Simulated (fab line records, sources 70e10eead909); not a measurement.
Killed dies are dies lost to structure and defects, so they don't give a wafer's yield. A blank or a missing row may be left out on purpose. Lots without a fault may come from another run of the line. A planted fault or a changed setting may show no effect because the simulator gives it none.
fab line records | flow nand_harc | part 1 of 2: steps 1 to 23 of 37
record lots=5 wafers=15 last_day=29
route steps=1302 shown A_BLC@1113 A_M0@1137
lots that met no fault: from a run of the same line without faults
start_h: hours from the record's first day to the start of the lot's first wafer shown | wait_h: hours since the lot's step before | " the same as in the row above | L1.1+2: a row that stands for several wafers | - no value, or no start given | * or withheld: withheld | < > ~ a bound
route shown NAME@n: a module of which the file shows steps, and the number in the route of the first | usual: mean/standard deviation of fault-free wafers | same: alike in all rows | chamber/n: place in a boat | sites: the reading at each site | _std_site: their standard deviation | _edge_site: outer sites' mean less inner sites' | radius_mm: how far each site lies from the wafer's centre | mask NAME#n: copy n | behind: the tool/chamber that last shaped the wafer | hold: why the lot was held/for how many hours/how that ended | device: the transistor (n, p or np) that didn't switch | end of line: the same wafers' tests at the end of the route | a step without rows: its recipe alone | killed: dies lost to structure and defects at the first sort, not the wafer's yield | map: a wafer's dies, x killed, . not, _ none there
set.NAME: the setting as run; set.NAME@STEP: as run at that earlier step | model.NAME: the simulator's own value behind a step, which no gauge read
lots at some steps of the route; a table a step, a row a wafer
services: from which hour (start_h, from the record's first day; less than 0 if before it) a tool's chamber was out of use, for how many hours, and why
## steps
# step NHARC_A_BLC_EBR_06
# columns lot.wafer tool chamber start_h wait_h
L075.1+2+4 litho_track-04 0 - -
L076.1+5+6 litho_track-04 0 - -
L078.1+4+5 litho_track-01 0 - -
L082.1+3+4 litho_track-01 0 - -
L087.1+5+6 litho_track-01 0 - -
# step NHARC_A_BLC_EXPOSE_07
# recipe na=1.35 target_cd_nm=100 dose_mj=67.97 mask_id=A_BLC
# usual focus_offset_nm=0.1/0.59
# columns lot.wafer tool chamber start_h wait_h mask focus_offset_nm
L075.1 arfi_scanner-03 0 533.36 - A_BLC#0 0.4
L075.2 " 0 " " A_BLC#0 -0.3
L075.4 " 0 " " A_BLC#0 -1.4
L076.1 arfi_scanner-01 0 534.03 - A_BLC#0 -0.3
L076.5 " 0 " " A_BLC#0 -0.7
L076.6 " 0 " " A_BLC#0 -0.9
L078.1 arfi_scanner-02 0 559.18 - A_BLC#0 1.0
L078.4 " 0 " " A_BLC#0 0.3
L078.5 " 0 " " A_BLC#0 -0.2
L082.1 arfi_scanner-02 0 595.13 - A_BLC#0 0.5
L082.3 " 0 " " A_BLC#0 1.8
L082.4 " 0 " " A_BLC#0 0.1
L087.1 arfi_scanner-01 0 657.14 - A_BLC#0 -0.1
L087.5 " 0 " " A_BLC#0 -0.8
L087.6 " 0 " " A_BLC#0 -0.8
# step NHARC_A_BLC_PEB_08
# recipe peb_temp_c=100 peb_time_s=65
# columns lot.wafer tool chamber start_h wait_h
L075.1+2+4 litho_track-01 0 533.42 0.1
L076.1+5+6 litho_track-01 0 534.09 0.1
L078.1+4+5 litho_track-01 0 559.24 0.1
L082.1+3+4 litho_track-04 0 595.19 0.1
L087.1+5+6 litho_track-04 0 657.20 0.1
# step NHARC_A_BLC_DEVELOP_09
# recipe develop_time_s=35 dev_temp_c=23
# columns lot.wafer tool chamber start_h wait_h
L075.1+2+4 litho_track-01 0 - -
L076.1+5+6 litho_track-01 0 - -
L078.1+4+5 litho_track-01 0 - -
L082.1+3+4 litho_track-04 0 - -
L087.1+5+6 litho_track-04 0 - -
# step NHARC_A_BLC_CD_MEAS_10
# recipe target_cd_nm=100 landing_energy_ev=500
# usual cd_nm=100.0/0.53
# columns lot.wafer tool chamber start_h wait_h cd_nm
L075.1 cd_sem-01 0 533.50 - 100.4
L075.2 " 0 " " 99.9
L075.4 " 0 " " 101.3
L076.1 cd_sem-01 0 534.17 - 99.8
L076.5 " 0 " " 100.8
L076.6 " 0 " " 100.2
L078.1 cd_sem-02 0 559.32 - 99.1
L078.4 " 0 " " 99.3
L078.5 " 0 " " 99.6
L082.1 cd_sem-02 0 595.27 - 101.1
L082.3 " 0 " " 99.7
L082.4 " 0 " " 100.2
L087.1 cd_sem-03 0 657.28 - 100.3
L087.5 " 0 " " 100.1
L087.6 " 0 " " 100.4
# step NHARC_A_BLC_OVL_MEAS_11
# usual overlay_x_nm=-0.2/0.77 overlay_y_nm=0.0/1
# columns lot.wafer tool chamber start_h wait_h overlay_x_nm overlay_y_nm
L075.1 overlay-02 - 533.59 - 0.4 -1.0
L075.2 " - " " -0.2 -1.0
L075.4 " - " " 0.3 -1.0
L076.1 overlay-01 - 534.26 - -1.4 -1.8
L076.5 " - " " -2.4 -1.7
L076.6 " - " " -1.4 -1.7
L078.1 overlay-01 - 559.41 - 0.0 -0.1
L078.4 " - " " -0.2 -0.1
L078.5 " - " " 0.0 -0.2
L082.1 overlay-02 - 595.35 - -0.1 2.7
L082.3 " - " " -0.6 2.6
L082.4 " - " " 0.0 2.9
L087.1 overlay-01 - 657.37 - -1.2 -0.5
L087.5 " - " " -0.8 0.0
L087.6 " - " " -0.9 -0.1
# step NHARC_A_BLC_INSPECT_12
# usual raw_defect_count=74/40
# columns lot.wafer tool chamber start_h wait_h raw_defect_count
L075.1 defect_inspect-02 - 533.62 0.0 122
L075.2 " - " " 83
L075.4 " - " " 84
L076.1 defect_inspect-02 - 534.30 0.0 80
L076.5 " - " " 65
L076.6 " - " " 77
L078.1 defect_inspect-01 - 559.45 0.0 18
L078.4 " - " " 30
L078.5 " - " " 25
L082.1 defect_inspect-01 - 595.39 0.0 89
L082.3 " - " " 76
L082.4 " - " " 70
L087.1 defect_inspect-02 - 657.40 0.0 60
L087.5 " - " " 63
L087.6 " - " " 60
# step NHARC_A_BLC_DESCUM_15
# recipe time_s=3 o2_flow_sccm=200 ar_flow_sccm=0 bias_power_w=0 chemistry=O2
# usual drypump_motor_current_A=5.6/0.37 oes_product_au=0.999/0.0069 rf_vpp_V=57.5/0.9 showerhead_plenum_p_Torr=1.87/0.089 throttle_valve_pct=11.310/0.0083
# columns lot.wafer tool chamber start_h wait_h drypump_motor_current_A oes_product_au rf_hours_counter_h rf_vpp_V showerhead_plenum_p_Torr throttle_valve_pct
L075.1 rie_diel-12 1 533.70 0.1 5.2 1.000 28 57.4 1.86 11.317
L075.2 " 3 " " 5.7 1.002 27 57.8 1.83 11.308
L075.4 " 3 " " 5.7 0.994 - 58.2 1.83 11.322
L076.1 rie_diel-10 2 534.36 0.1 5.1 1.004 8 57.4 1.97 11.321
L076.6 " 2 " " 5.1 0.996 - 57.1 1.97 11.302
L076.5 " 3 " " 5.6 1.010 - 57.3 1.83 11.318
L078.1 rie_diel-12 1 559.51 0.1 5.1 0.994 37 56.7 1.86 11.317
L078.4 " 3 " " 5.7 1.000 38 57.7 1.83 11.316
L078.5 " 1 " " 5.2 0.988 - 56.8 1.86 11.317
L082.1 rie_diel-12 2 595.47 0.1 6.0 1.014 48 57.0 1.80 11.302
L082.3 " 3 " " 5.7 0.996 51 57.1 1.82 11.305
L082.4 " 0 " " 6.6 1.004 54 56.1 1.80 11.307
L087.1 rie_diel-10 3 657.47 0.1 5.6 0.980 4 57.6 1.83 11.318
L087.5 " 2 " " 5.1 1.006 - 57.2 1.97 11.313
L087.6 " 3 " " 5.6 0.989 - 57.1 1.83 11.315
# step NHARC_A_BLC_ETCH_16
# recipe target_depth_a=390 over_etch_frac=0.3 time_s=65 ion_energy_ev=80 cf4_flow_sccm=150 ar_flow_sccm=0 rf_w=300 bias_w=100 chemistry=CF4
# usual drypump_motor_current_A=5.7/0.37 oes_product_au=1.000/0.0067 rf_vpp_V=150.7/1.3 showerhead_plenum_p_Torr=1.73/0.077 throttle_valve_pct=13.284/0.0087
# columns lot.wafer tool chamber start_h wait_h drypump_motor_current_A oes_product_au rf_hours_counter_h rf_vpp_V showerhead_plenum_p_Torr throttle_valve_pct
L075.1 rie_diel-12 1 533.82 0.1 5.2 0.994 28 149.6 1.72 13.298
L075.2 " 0 " " 6.5 1.011 29 149.2 1.67 13.264
L075.4 " 3 " " 5.8 1.010 - 151.4 1.70 13.280
L076.1 rie_diel-10 0 534.46 0.1 5.5 1.011 9 152.1 1.87 13.274
L076.6 " 2 " " 5.1 0.996 - 152.1 1.82 13.281
L076.5 " 3 " " 5.6 1.015 - 149.9 1.70 13.302
L078.4 rie_diel-12 2 559.59 0.1 6.0 0.994 34 150.4 1.67 13.281
L078.1 " 0 " " 6.6 1.010 40 149.9 1.67 13.286
L078.5 " 2 " " 6.0 1.008 - 151.7 1.67 13.286
L082.4 rie_diel-12 3 595.54 0.1 5.7 0.997 51 149.3 1.69 13.280
L082.3 " 0 " " 6.6 1.000 54 150.6 1.67 13.284
L082.1 " 2 " " 6.0 0.999 48 149.4 1.67 13.278
L087.1 rie_diel-10 0 657.57 0.1 5.5 1.008 5 152.6 1.87 13.282
L087.5 " 1 " " 5.3 1.004 - 149.9 1.66 13.289
L087.6 " 2 " " 5.1 1.003 - 152.1 1.82 13.287
# step NHARC_A_BLC_ETCH_17
# recipe target_depth_a=3900 over_etch_frac=0.25 time_s=609.38 ion_energy_ev=200 n2_flow_sccm=150 h2_flow_sccm=150 ar_flow_sccm=0 rf_w=400 bias_w=150 chemistry=N2/H2
# usual drypump_motor_current_A=5.6/0.37 oes_product_au=1.000/0.0078 rf_vpp_V=429.2/2.9 showerhead_plenum_p_Torr=1.99/0.097 throttle_valve_pct=14.170/0.0085
# columns lot.wafer tool chamber start_h wait_h drypump_motor_current_A oes_product_au rf_hours_counter_h rf_vpp_V showerhead_plenum_p_Torr throttle_valve_pct
L075.2 rie_diel-12 1 - - 5.1 1.002 28 429.8 1.98 14.170
L075.1 " 3 " " 5.8 1.007 27 426.3 1.95 14.167
L075.4 " 0 " " 6.6 1.002 - 427.0 1.92 14.183
L076.1 rie_diel-10 0 - - 5.5 1.005 9 434.4 2.17 14.166
L076.6 " 1 " " 5.3 1.009 - 427.8 1.90 14.165
L076.5 " 2 " " 5.1 1.005 - 431.7 2.11 14.167
L078.4 rie_diel-12 2 - - 6.1 1.013 34 425.6 1.92 14.162
L078.1 " 1 " " 5.1 1.001 37 428.7 1.98 14.174
L078.5 " 2 " " 6.1 1.008 - 427.8 1.92 14.174
L082.3 rie_diel-12 1 - - 5.1 1.007 52 429.8 1.97 14.168
L082.1 " 2 " " 6.0 1.012 48 428.3 1.91 14.179
L082.4 " 0 " " 6.5 1.012 54 426.2 1.91 14.169
L087.1 rie_diel-10 3 - - 5.6 0.990 4 427.4 1.95 14.160
L087.5 " 3 " " 5.6 0.988 - 427.2 1.95 14.167
L087.6 " 0 " " 5.5 1.005 - 432.7 2.17 14.161
# step NHARC_A_BLC_ETCH_18
# recipe target_depth_a=9100 c4f8_flow_sccm=20 o2_flow_sccm=10 ar_flow_sccm=withheld rf_w=600 bias_w=1500 chemistry=C4F8/O2/Ar
# usual oes_product_au=0.948/0.022 rf_vpp_V=975/6
# columns lot.wafer tool chamber start_h wait_h oes_product_au rf_hours_counter_h rf_vpp_V
L075.1 rie_diel-12 1 - - 0.931 29 974
L075.2 " 0 " " 0.950 29 972
L075.4 " 0 " " 0.948 - 970
L076.1 rie_diel-10 3 - - 0.917 8 973
L076.5 " 2 " " 0.918 - 983
L076.6 " 3 " " 0.929 - 975
L078.4 rie_diel-12 0 - - 0.927 40 970
L078.1 " 3 " " 0.937 38 973
L078.5 " 0 " " 0.940 - 970
L082.1 rie_diel-12 1 - - 0.927 52 974
L082.3 " 2 " " 0.926 48 972
L082.4 " 3 " " 0.924 51 972
L087.1 rie_diel-10 1 - - 0.976 6 970
L087.5 " 0 " " 0.979 - 988
L087.6 " 1 " " 0.972 - 969
# step NHARC_A_BLC_CD_MEAS_19
# usual cd_nm=100.6/1.5
# columns lot.wafer tool chamber start_h wait_h cd_nm
L075.1 cd_sem-01 - 534.97 - 101.3
L075.2 " - " " 101.0
L075.4 " - " " 103.9
L076.1 cd_sem-01 - 535.33 - 103.0
L076.5 " - " " 101.4
L076.6 " - " " 99.9
L078.1 cd_sem-03 - 560.47 - 99.0
L078.4 " - " " 101.0
L078.5 " - " " 100.3
L082.1 cd_sem-02 - 596.43 - 102.1
L082.3 " - " " 99.0
L082.4 " - " " 99.2
L087.1 cd_sem-03 - 658.43 - 100.3
L087.5 " - " " 100.3
L087.6 " - " " 102.7
# step NHARC_A_BLC_STRIP_29
# recipe cf4_flow_sccm=150 ar_flow_sccm=0 bias_w=0 chemistry=CF4
# usual drypump_motor_current_A=5.6/0.38 oes_product_au=1.001/0.0071 rf_vpp_V=59.3/0.79 showerhead_plenum_p_Torr=1.74/0.082 throttle_valve_pct=13.284/0.0097
# columns lot.wafer tool chamber start_h wait_h drypump_motor_current_A oes_product_au rf_hours_counter_h rf_vpp_V showerhead_plenum_p_Torr throttle_valve_pct
L075.4 rie_diel-08 2 535.05 0.1 6.1 0.992 8 59.9 1.67 13.283
L075.1 " 3 " " 5.3 0.997 8 58.7 1.68 13.273
L075.2 " 0 " " 5.9 1.002 8 58.2 1.72 13.274
L076.1 rie_diel-08 2 535.41 0.1 6.1 1.010 8 60.7 1.67 13.285
L076.6 " 1 " " 5.8 1.005 - 59.6 1.86 13.268
L076.5 " 2 " " 6.1 1.001 - 59.3 1.67 13.297
L078.1 rie_diel-08 0 560.58 0.1 5.9 0.995 0 59.4 1.72 13.283
L078.5 " 2 " " 6.1 1.006 - 60.2 1.67 13.273
L078.4 " 3 " " 5.2 0.996 - 60.0 1.68 13.267
L082.3 rie_diel-10 2 596.50 0.1 5.1 0.999 14 59.2 1.82 13.288
L082.1 " 3 " " 5.6 0.992 15 58.1 1.70 13.274
L082.4 " 0 " " 5.5 1.000 15 60.5 1.87 13.291
L087.1 rie_diel-12 0 658.53 0.1 6.6 1.004 8 57.9 1.66 13.278
L087.5 " 0 " " 6.6 1.005 - 58.8 1.66 13.267
L087.6 " 1 " " 5.1 0.996 - 58.9 1.71 13.266
# step NHARC_A_BLC_STRIP_21
# recipe o2_flow_sccm=500 ar_flow_sccm=0 bias_w=0 chemistry=O2
# usual drypump_motor_current_A=5.6/0.37 oes_product_au=0.999/0.008 rf_vpp_V=57.6/0.92 showerhead_plenum_p_Torr=3.46/0.17 throttle_valve_pct=17.036/0.0088
# columns lot.wafer tool chamber start_h wait_h drypump_motor_current_A oes_product_au rf_hours_counter_h rf_vpp_V showerhead_plenum_p_Torr throttle_valve_pct
L075.1 rie_diel-08 2 535.16 0.1 6.1 0.980 8 56.3 3.33 17.033
L075.2 " 3 " " 5.2 0.995 8 58.3 3.34 17.020
L075.4 " 0 " " 5.9 1.005 8 57.3 3.43 17.046
L076.1 rie_diel-08 0 535.54 0.1 5.9 1.004 8 57.0 3.43 17.038
L076.5 " 1 " " 5.8 1.001 - 57.9 3.72 17.031
L076.6 " 2 " " 6.1 0.995 - 59.1 3.33 17.034
L078.1 rie_diel-08 0 560.68 0.1 5.9 0.995 0 57.1 3.43 17.023
L078.5 " 2 " " 6.1 1.006 - 56.7 3.33 17.042
L078.4 " 3 " " 5.3 0.993 - 57.8 3.34 17.043
L082.3 rie_diel-08 0 596.63 0.1 5.9 1.010 3 57.5 3.43 17.035
L082.4 " 1 " " 5.8 1.016 1 57.7 3.72 17.029
L082.1 " 2 " " 6.1 1.012 3 55.3 3.33 17.042
L087.1 rie_diel-12 2 658.63 0.1 6.1 0.991 7 56.7 3.32 17.022
L087.6 " 2 " " 6.1 0.980 - 56.5 3.32 17.026
L087.5 " 3 " " 5.7 0.982 - 57.8 3.37 17.037
# step NHARC_A_BLC_STRIP_22
# recipe time_s=600 temp_c=30 chemistry=post_etch_residue_remover
# columns lot.wafer tool chamber start_h wait_h
L075.4+2+1 wet_bench-01 2,3,4 535.33 -
L076.6+5+1 wet_bench-01 1,3,4 535.67 -
L078.4+5+1 wet_bench-09 4,5,1 560.85 -
L082.3+1+4 wet_bench-09 7,0,2 596.80 -
L087.1+5+6 wet_bench-01 3,4,6 658.78 -
# step NHARC_A_BLC_DEGAS_30
# recipe temp_c=300 time_s=60
# usual heater_power_w=476/37
# columns lot.wafer tool chamber start_h wait_h heater_power_w
L075.4 pvd_sputter-01 - 535.59 - 542
L075.1 " - " " 515
L075.2 " - " " 455
L076.1 pvd_sputter-02 - 535.93 - 469
L076.6 " - " " 475
L076.5 " - " " 473
L078.1 pvd_sputter-01 - 561.12 - 521
L078.4 " - " " 461
L078.5 " - " " 452
L082.3 pvd_sputter-01 - 597.06 - 510
L082.4 " - " " 456
L082.1 " - " " 421
L087.1 pvd_sputter-03 - 659.05 - 449
L087.6 " - " " 462
L087.5 " - " " 500
# step NHARC_A_BLC_PRE_CLEAN_31
# recipe time_s=15 bias_v=250 gas=Ar
# columns lot.wafer tool chamber start_h wait_h
L075.2+4+1 pvd_sputter-01 - - -
L076.1+5+6 pvd_sputter-02 - - -
L078.4+1+5 pvd_sputter-01 - - -
L082.1+4+3 pvd_sputter-01 - - -
L087.1+5+6 pvd_sputter-03 - - -
# step NHARC_A_BLC_PVD_32
# recipe target_thk_a=50 chamber_pressure_pa=5 power_w=5000 substrate_temp_c=200 time_s=17.7 material=Ti
# usual chamber_pressure_pa=5.000/0.0099 throttle_valve_pct=29.7/0.74
# columns lot.wafer tool chamber start_h wait_h chamber_pressure_pa throttle_valve_pct
L075.1 pvd_sputter-01 - - - 5.002 28.3
L075.4 " - " " 4.989 29.7
L075.2 " - " " 5.012 31.0
L076.1 pvd_sputter-02 - - - 4.981 30.1
L076.5 " - " " 4.998 29.0
L076.6 " - " " 4.988 30.2
L078.4 pvd_sputter-01 - - - 5.015 30.8
L078.1 " - " " 4.997 29.3
L078.5 " - " " 5.004 30.9
L082.4 pvd_sputter-01 - - - 4.996 29.5
L082.3 " - " " 5.004 30.3
L082.1 " - " " 5.005 28.7
L087.1 pvd_sputter-03 - - - 5.009 29.3
L087.6 " - " " 5.005 29.1
L087.5 " - " " 5.004 29.4
# step NHARC_A_BLC_ALD_23
# recipe target_thk_a=30 pulse_time_s=1 ald_cycles=150 temp_c=450 material=TiN
# usual heater_power_w=1095/93 precursor_pulse_height_rel=0.997/0.017
# columns lot.wafer tool chamber start_h wait_h heater_power_w precursor_pulse_height_rel
L075.2 ald_metal-04 3 535.82 - 1161 0.986
L075.4 " 1 " " 1067 1.001
L075.1 " 2 " " 1165 1.022
L076.1 ald_metal-01 3 536.17 - 1054 0.971
L076.6 " 3 " " 1058 0.995
L076.5 " 0 " " 1278 0.987
L078.1 ald_metal-01 0 561.38 - 1278 0.998
L078.4 " 2 " " 977 1.018
L078.5 " 0 " " 1264 0.998
L082.4 ald_metal-03 3 597.29 - 1129 1.002
L082.3 " 0 " " 1084 0.982
L082.1 " 1 " " 998 0.976
L087.1 ald_metal-01 1 659.35 - 1216 0.996
L087.5 " 2 " " 1004 0.974
L087.6 " 3 " " 1055 0.999
# step NHARC_A_BLC_CVD_24
# recipe target_thk_a=1500 temp_c=300 pressure_torr=40 wf6_flow_sccm=40 h2_flow_sccm=1600 ar_flow_sccm=1560 time_s=434 material=W
# usual heater_power_w=499/41 throttle_valve_pct=8.0/0.37
# columns lot.wafer tool chamber start_h wait_h heater_power_w throttle_valve_pct
L075.1 cvd_w-02 1 - - 452 8.6
L075.2 " 0 " " 512 8.1
L075.4 " 1 " " 446 8.5
L076.1 cvd_w-01 0 - - 556 7.7
L076.5 " 1 " " 475 7.8
L076.6 " 0 " " 550 7.8
L078.1 cvd_w-02 0 - - 509 8.2
L078.4 " 0 " " 502 8.1
L078.5 " 0 " " 518 8.2
L082.1 cvd_w-02 0 - - 505 8.5
L082.4 " 0 " " 514 8.6
L082.3 " 1 " " 454 8.4
L087.1 cvd_w-01 0 - - 564 7.6
L087.6 " 1 " " 472 7.6
L087.5 " 0 " " 559 7.8
# step NHARC_A_BLC_CMP_25
# recipe t_overpolish_s=30 target_thk_nm=150
# usual motor_current_A=12.2/0.68 overpolish_run_s=30.001/0.0096 time_to_endpoint_s=28.8/1.9
# columns lot.wafer tool chamber start_h wait_h motor_current_A overpolish_run_s time_to_endpoint_s
L075.1 cmp-02 1 536.55 0.5 12.6 29.985 29.7
L075.2 " 3 " " 9.7 30.009 30.5
L075.4 " 0 " " 13.3 30.006 33.5
L076.1 cmp-01 0 537.01 0.5 12.5 29.984 30.4
L076.5 " 1 " " 11.9 30.026 33.1
L076.6 " 2 " " 11.9 29.999 30.1
L078.4 cmp-01 0 562.56 0.4 12.4 30.009 28.8
L078.1 " 1 " " 12.1 30.013 26.9
L078.5 " 0 " " 12.6 30.001 28.2
L082.1 cmp-04 0 598.03 0.5 12.0 29.998 30.2
L082.3 " 1 " " 12.3 29.994 27.5
L082.4 " 3 " " 12.5 29.998 31.7
L087.1 cmp-01 1 660.07 0.4 11.8 30.010 27.4
L087.5 " 3 " " 11.8 30.008 28.4
L087.6 " 0 " " 12.2 29.998 28.4
# step NHARC_A_BLC_SRD_27
# columns lot.wafer tool chamber start_h wait_h
L075.4+2+1 wet_bench-01 3,4,5 536.88 0.0
L076.5+6+1 wet_bench-09 6,1,2 537.26 0.0
L078.5+1+4 wet_bench-09 5,0,2 562.85 0.0
L082.3+4+1 wet_bench-09 5,6,7 598.35 0.0
L087.1+6+5 wet_bench-09 1,2,4 660.35 0.0
# step NHARC_A_BLC_INSPECT_28
# usual raw_defect_count=522/120
# columns lot.wafer tool chamber start_h wait_h raw_defect_count
L075.1 defect_inspect-02 - 536.95 0.1 567
L075.2 " - " " 757
L075.4 " - " " 513
L076.1 defect_inspect-02 - 537.33 0.1 434
L076.5 " - " " 449
L076.6 " - " " 419
L078.1 defect_inspect-01 - 562.93 0.1 677
L078.4 " - " " 549
L078.5 " - " " 598
L082.1 defect_inspect-01 - 598.43 0.1 776
L082.3 " - " " 583
L082.4 " - " " 711
L087.1 defect_inspect-02 - 660.42 0.1 592
L087.5 " - " " 486
L087.6 " - " " 454
